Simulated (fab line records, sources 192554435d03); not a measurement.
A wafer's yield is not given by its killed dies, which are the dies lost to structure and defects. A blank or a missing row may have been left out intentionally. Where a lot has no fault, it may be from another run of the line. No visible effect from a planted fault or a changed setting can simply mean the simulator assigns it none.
Chamber matching ; flow n5Finfet ; 4 sister chambers for N5_BEOL_M5_STRIP_64 on rieDiel-03
The step strips in CF4. 4 wafers are shown with their chamber, then 8 later ones without.

## WAFERS PAIRED WITH THEIR CHAMBERS
wafer;chamber;throttleValvePct (%)
L082.5;3;14.01
L082.6;0;13.69
L088.6;1;13.52
L091.3;2;13.94

## WAFERS MISSING THEIR CHAMBER
wafer;throttleValvePct (%)
L091.4;13.53
L091.6;13.54
L092.4;13.73
L092.5;13.96
L092.6;13.55
L090.2;13.96
L090.3;14.06
L090.4;13.75

## WHICH CHAMBER EACH ONE RAN IN
wafer;from the rows above;in truth
L091.4;1;1
L091.6;1;1
L092.4;0;0
L092.5;can't be placed: 2 or 3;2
L092.6;1;1
L090.2;can't be placed: 2 or 3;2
L090.3;can't be placed: 3 or 2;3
L090.4;0;0
5 of 8 placed correctly. Can't be placed from these rows: 3 (the true chamber is among the candidates in 3). 0 placed wrongly.
How it was worked out, from the rows above alone: a wafer's distance from a chamber is the root of the sum, over the readings, of the square of ((its reading less the chamber's mean) divided by the reading's scatter). The wafer belongs to the nearest chamber; if the next one is less than 2 further off, it can't be placed. The mean given for a chamber averages the wafers shown for that chamber. The scatter: with one shown wafer a chamber, the root of the mean of the squares of how far each hidden wafer lies from its nearest shown one.
